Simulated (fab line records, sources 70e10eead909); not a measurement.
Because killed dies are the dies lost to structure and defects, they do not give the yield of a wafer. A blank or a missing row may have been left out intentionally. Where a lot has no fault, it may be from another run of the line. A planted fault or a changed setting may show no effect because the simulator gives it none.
Which tool was responsible? + flow nand harc + 33 wafers from 11 lots sampled at 6 of the route's 1302 steps

== WHAT EACH GAUGE READ, for each wafer ==
NHARC_P_STI_CD_MEAS_09: target cd 200 nm.
| lot  | measured     | on        | cd nm (nm)  |
|------|--------------|-----------|-------------|
| L701 | day 2 20:23  | cd sem-02 | 196 196 202 |
| L702 | day 3 05:50  | cd sem-01 | 195 199 194 |
| L706 | day 4 21:08  | cd sem-03 | 234 233 233 |
| L707 | day 5 07:34  | cd sem-03 | 202 204 201 |
| L710 | day 6 16:05  | cd sem-03 | 210 203 201 |
| L716 | day 9 03:10  | cd sem-01 | 194 194 198 |
| L717 | day 9 10:41  | cd sem-01 | 196 200 195 |
| L719 | day 10 08:41 | cd sem-03 | 192 192 196 |
| L720 | day 10 18:52 | cd sem-01 | 201 197 200 |
| L721 | day 11 06:04 | cd sem-03 | 201 199 199 |
| L723 | day 11 22:31 | cd sem-03 | 204 203 198 |

NHARC_P_STI_OCD_MEAS_17.
| lot  | measured     | on     | trench depth nm (nm) | trench foot cd nm (nm) |
|------|--------------|--------|----------------------|------------------------|
| L701 | day 2 21:10  | ocd-02 | 300 297 301          | 153 155 160            |
| L702 | day 3 06:37  | ocd-01 | 312 306 314          | 152 157 150            |
| L706 | day 4 21:56  | ocd-02 | 304 308 309          | 192 189 190            |
| L707 | day 5 08:21  | ocd-02 | 299 308 295          | 160 161 160            |
| L710 | day 6 16:53  | ocd-01 | 307 294 302          | 167 162 158            |
| L716 | day 9 03:59  | ocd-02 | 298 305 303          | 153 151 156            |
| L717 | day 9 11:28  | ocd-01 | 311 295 309          | 153 159 151            |
| L719 | day 10 09:28 | ocd-01 | 307 296 294          | 149 151 155            |
| L720 | day 10 19:40 | ocd-01 | 309 300 310          | 158 155 156            |
| L721 | day 11 06:52 | ocd-01 | 295 295 294          | 160 157 158            |
| L723 | day 11 23:18 | ocd-01 | 306 296 304          | 162 161 155            |

== WHICH TOOL RAN EACH LOT (tool, then ch and the chambers of the sampled wafers, then the start) ==
| lot  | NHARC_P_ZERO_WELL_ETCH_65          | NHARC_P_ZERO_WELL_DESCUM_54        | NHARC_P_STI_EXPOSE_06             | NHARC_P_STI_ETCH_15              |
|------|------------------------------------|------------------------------------|-----------------------------------|----------------------------------|
| L701 | rie diel-09 ch 0,3, day 1 21:30    | rie diel-02 ch 0,1, day 2 01:55    | krf scanner-04 ch 0, day 2 20:14  | rie si-05 ch 0,1, day 2 20:55    |
| L702 | rie diel-09 ch 0,1,3, day 2 07:22  | rie diel-09 ch 0,1,2, day 2 11:47  | krf scanner-04 ch 0, day 3 05:41  | rie si-06 ch 1,2,3, day 3 06:23  |
| L706 | rie diel-09 ch 0,3, day 3 23:27    | rie diel-12 ch 1,3, day 4 03:51    | krf scanner-04 ch 0, day 4 20:59  | rie si-02 ch 0,1,3, day 4 21:43  |
| L707 | rie diel-12 ch 0,2,3, day 4 09:30  | rie diel-02 ch 0,1,2, day 4 13:40  | krf scanner-02 ch 0, day 5 07:26  | rie si-05 ch 0,2,3, day 5 08:08  |
| L710 | rie diel-09 ch 0,1, day 5 15:34    | rie diel-09 ch 0,2,3, day 5 20:05  | krf scanner-02 ch 0, day 6 15:56  | rie si-06 ch 0,1,3, day 6 16:40  |
| L716 | rie diel-02 ch 0,1,3, day 8 03:23  | rie diel-12 ch 0,1,2, day 8 07:57  | krf scanner-04 ch 0, day 9 03:01  | rie si-02 ch 0,1,2, day 9 03:44  |
| L717 | rie diel-09 ch 0,3, day 8 13:21    | rie diel-02 ch 2,3, day 8 17:48    | krf scanner-04 ch 0, day 9 10:32  | rie si-06 ch 0,1,3, day 9 11:14  |
| L719 | rie diel-12 ch 2,3, day 9 09:22    | rie diel-12 ch 0,1, day 9 13:54    | krf scanner-01 ch 0, day 10 08:32 | rie si-06 ch 0,2,3, day 10 09:14 |
| L720 | rie diel-12 ch 0,3, day 9 19:29    | rie diel-12 ch 0,1,3, day 9 23:55  | krf scanner-04 ch 0, day 10 18:43 | rie si-06 ch 0,1,3, day 10 19:24 |
| L721 | rie diel-09 ch 0,2,3, day 10 05:23 | rie diel-12 ch 0,1,3, day 10 11:04 | krf scanner-01 ch 0, day 11 05:55 | rie si-05 ch 0,2,3, day 11 06:38 |
| L723 | rie diel-09 ch 1,2,3, day 11 01:32 | rie diel-09 ch 0,1,3, day 11 06:01 | krf scanner-01 ch 0, day 11 22:22 | rie si-06 ch 0,2, day 11 23:04   |
- NHARC_P_ZERO_WELL_ETCH_65: etches the open film in N2/H2, target depth 80 nm, overetch 24 nm, time 87.88 s.
- NHARC_P_ZERO_WELL_DESCUM_54: chemistry O2, time 3 s.
- NHARC_P_STI_EXPOSE_06: exposes mask P STI, target cd 200 nm.
- NHARC_P_STI_ETCH_15: etches the open film in HBr/Cl2, target depth 300 nm, time 100.1 s.

== AS READ BY THE TOOLS THEMSELVES (means over the sampled wafers that have a number; for cases with no such wafer, the mark the record gives instead) ==
NHARC_P_ZERO_WELL_ETCH_65.
| lot  | tool        | drypump motor current A (A) | oes product au (a.u.) | rf vpp V (V) | showerhead plenum p Torr (Torr) | throttle valve pct (%) |
|------|-------------|-----------------------------|-----------------------|--------------|---------------------------------|------------------------|
| L701 | rie diel-09 | 5.4                         | 1.007                 | 430.0        | 2.03                            | 14.173                 |
| L702 | rie diel-09 | 5.7                         | 1.002                 | 431.1        | 2.06                            | 14.174                 |
| L706 | rie diel-09 | 5.4                         | 1.008                 | 430.0        | 2.02                            | 14.174                 |
| L707 | rie diel-12 | 5.6                         | 0.996                 | 429.6        | 2.03                            | 14.173                 |
| L710 | rie diel-09 | 5.5                         | 1.001                 | 431.8        | 2.08                            | 14.177                 |
| L716 | rie diel-02 | 5.8                         | 1.008                 | 429.6        | 2.03                            | 14.179                 |
| L717 | rie diel-09 | 5.7                         | 1.004                 | 428.0        | 1.98                            | 14.174                 |
| L719 | rie diel-12 | 5.4                         | 1.000                 | 429.5        | 2.01                            | 14.182                 |
| L720 | rie diel-12 | 5.3                         | 1.009                 | 431.1        | 2.08                            | 14.177                 |
| L721 | rie diel-09 | 5.6                         | 1.001                 | 430.4        | 2.04                            | 14.174                 |
| L723 | rie diel-09 | 5.9                         | 1.005                 | 431.5        | 2.07                            | 14.174                 |

NHARC_P_ZERO_WELL_DESCUM_54.
| lot  | tool        | drypump motor current A (A) | oes product au (a.u.) | rf vpp V (V) | showerhead plenum p Torr (Torr) | throttle valve pct (%) |
|------|-------------|-----------------------------|-----------------------|--------------|---------------------------------|------------------------|
| L701 | rie diel-02 | 6.1                         | 1.011                 | 57.9         | 1.96                            | 11.313                 |
| L702 | rie diel-09 | 5.7                         | 0.981                 | 57.9         | 1.99                            | 11.313                 |
| L706 | rie diel-12 | 5.4                         | 0.978                 | 56.5         | 1.89                            | 11.318                 |
| L707 | rie diel-02 | 5.9                         | 1.001                 | 56.8         | 1.91                            | 11.322                 |
| L710 | rie diel-09 | 5.6                         | 1.013                 | 57.2         | 1.93                            | 11.308                 |
| L716 | rie diel-12 | 5.7                         | 0.999                 | 58.4         | 1.86                            | 11.311                 |
| L717 | rie diel-02 | 5.4                         | 1.002                 | 57.3         | 1.82                            | 11.312                 |
| L719 | rie diel-12 | 5.5                         | 0.996                 | 58.5         | 1.92                            | 11.297                 |
| L720 | rie diel-12 | 5.4                         | 0.999                 | 58.0         | 1.91                            | 11.304                 |
| L721 | rie diel-12 | 5.4                         | 0.997                 | 57.1         | 1.91                            | 11.313                 |
| L723 | rie diel-09 | 5.8                         | 0.997                 | 57.8         | 1.91                            | 11.312                 |

NHARC_P_STI_ETCH_15.
| lot  | tool      | drypump motor current A (A) | oes product au (a.u.) | throttle valve pct (%) |
|------|-----------|-----------------------------|-----------------------|------------------------|
| L701 | rie si-05 | 5.2                         | 0.998                 | 26.403                 |
| L702 | rie si-06 | 5.6                         | 1.020                 | 26.409                 |
| L706 | rie si-02 | 5.7                         | 1.011                 | 26.409                 |
| L707 | rie si-05 | 5.4                         | 0.996                 | 26.400                 |
| L710 | rie si-06 | 5.4                         | 1.003                 | 26.405                 |
| L716 | rie si-02 | 5.8                         | 1.001                 | 26.409                 |
| L717 | rie si-06 | 5.4                         | 1.010                 | 26.405                 |
| L719 | rie si-06 | 5.8                         | 0.998                 | 26.405                 |
| L720 | rie si-06 | 5.4                         | 1.011                 | 26.401                 |
| L721 | rie si-05 | 5.4                         | 0.982                 | 26.407                 |
| L723 | rie si-06 | 5.8                         | 1.003                 | 26.406                 |

== THE ANSWER, worked out from the rows above alone ==
Rule: usual is defined by the lots themselves. The widest of any qualifying gaps counts: lots, ordered by their means at a reading, are off when they make up no more than a third of the lots, leave a main group of 4 or more, and stand apart from it by 3 or more times the standard deviation of that group's means. Not used: any main group whose means are identical at the precision the tables above print for the reading. Also off: a lot with no number at a reading for which 4 or more lots have one. Any other lot the step has rows for is counted as sound. The gauges are gone through in route order, then the tools' own readings, and for those a lot's mean is taken as printed above. At the first step where some lot is off, the reading lying furthest off is the one used; lots without a number count as furthest.
Off: L706 (NHARC_P_STI_CD_MEAS_09, cd nm). The main group has a mean of 199 nm with a standard deviation of 3.3.
If a tool, at a process step before that reading, ran all the lots that are off and no sound lot after the first of them, it fits. Not tried: the gauges at NHARC_P_STI_CD_MEAS_09; whatever is off there is also off at NHARC_P_STI_OCD_MEAS_17, on other tools, and gauge error can't account for it. None of those tried fits.

== WHAT THE SIMULATOR HAD INSERTED ==
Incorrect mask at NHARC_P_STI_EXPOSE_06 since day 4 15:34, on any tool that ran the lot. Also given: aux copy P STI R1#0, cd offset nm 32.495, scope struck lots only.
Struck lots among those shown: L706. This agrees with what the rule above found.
